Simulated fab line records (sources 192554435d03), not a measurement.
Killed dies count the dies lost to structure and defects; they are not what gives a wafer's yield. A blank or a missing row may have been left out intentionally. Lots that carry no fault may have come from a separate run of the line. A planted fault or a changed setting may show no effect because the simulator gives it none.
Matching of chambers -- flow n5_finfet -- N5_BEOL_M4_ETCH_70 on rie_diel-01 has 4 sister chambers
The step etches SOC in N2/H2, target depth 80 nm, overetch 24 nm, time 130 s. 4 wafers are shown with their chamber, then 10 later ones without.

## WAFERS, EACH WITH ITS CHAMBER
wafer,chamber,drypump_motor_current_A (A)
L086.5,0,5.72
L086.6,1,5.48
L092.3,3,5.50
L092.4,2,5.86

## WAFERS MISSING THEIR CHAMBER
wafer,drypump_motor_current_A (A)
L092.5,5.50
L094.1,5.85
L094.4,5.55
L094.5,5.50
L095.2,5.57
L095.5,5.71
L095.6,5.52
L097.3,5.85
L097.5,5.71
L097.6,5.52

## EACH ONE'S CHAMBER
wafer,from the rows above,in truth
L092.5,can't be placed: 3 or 1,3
L094.1,2,2
L094.4,can't be placed: 3 or 1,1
L094.5,can't be placed: 3 or 1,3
L095.2,can't be placed: 3 or 1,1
L095.5,0,0
L095.6,can't be placed: 3 or 1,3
L097.3,2,2
L097.5,0,0
L097.6,can't be placed: 3 or 1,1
Correct placement for 4 of the 10. Not placeable from these rows: 6 (in 6, the candidates include the true chamber). 0 placed wrongly.
How it was worked out, from the rows above alone: a wafer's distance from a chamber is the root of the sum, over the readings, of the square of ((its reading less the chamber's mean) divided by the reading's scatter). If the next closest chamber is less than 2 further off than the closest, the wafer can't be placed; otherwise it belongs to the closest. The mean given for a chamber averages the wafers shown for that chamber. The scatter: with one shown wafer a chamber, the root of the mean of the squares of how far each hidden wafer lies from its nearest shown one.
